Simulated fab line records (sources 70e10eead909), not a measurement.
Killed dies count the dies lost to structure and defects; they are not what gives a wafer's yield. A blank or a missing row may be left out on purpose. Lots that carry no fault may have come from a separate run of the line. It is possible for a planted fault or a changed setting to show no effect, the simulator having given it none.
One fault seen from 2 desks    flow nand-harc    each desk holds nothing but its own numbers, with what lay behind them at the end

## THE TOOL OWNER'S DESK: pvd-sputter-02
The tool's own readings at NHARC_A_BONDPAD_PVD_27 (deposits Cu, target thk 30 nm, time 20.49 s): means of the sampled wafers that have a number, for each lot that ran on this tool. Marked OUT: a lot whose mean sits more than 4 standard deviations from the usual mean, which makes it out of limits; the brackets give that distance.
Columns: A = throttle-valve-pct at NHARC_A_BONDPAD_PVD_27, usual 29.9 %
lot   first seen here  A
L169  day 23 11:55     30.2
L171  day 24 04:41     31.1
L182  day 29 07:10     30.7
L184  day 30 03:19     31.3
L191  day 32 22:10     30.6
Finding of this desk: none of the 5 lots has anything out of limits.

## AT THE METROLOGY DESK
What the gauges read, lot by lot, whatever tool the lot ran on: means of the sampled wafers that have a number. Marked OUT: a lot whose mean sits more than 4 standard deviations from the usual mean, which makes it out of limits; the brackets give that distance.
Columns: A = cd-nm at NHARC_A_BONDPAD_CD_MEAS_13, usual 499.5 nm; B = thk-nm at NHARC_THIN_TSV_THK_MEAS_02, usual 2965 nm
lot   first seen here  A      B
L168  day 23 07:59     497.8  2798
L169  day 23 11:02     497.8  3247
L171  day 24 03:50     499.1  2599
L172  day 24 05:41     502.6  3072
L176  day 25 21:59     498.6  3161
L178  day 27 06:46     500.1  2636
L182  day 29 06:18     498.0  -
L181  day 29 11:29     498.8  2886
L184  day 30 02:28     498.7  -
L187  day 30 14:53     498.4  3007
L189  day 32 06:46     501.4  2981
L191  day 32 21:19     499.4  2723
L190  day 33 13:48     498.7  2609
Finding of this desk: none of the 13 lots has anything out of limits.

## PUT TOGETHER
The desk of the tool owner found nothing out of limits.
From the metrology desk's view, nothing was out of limits.

## WHAT THE SIMULATOR HAD INSERTED
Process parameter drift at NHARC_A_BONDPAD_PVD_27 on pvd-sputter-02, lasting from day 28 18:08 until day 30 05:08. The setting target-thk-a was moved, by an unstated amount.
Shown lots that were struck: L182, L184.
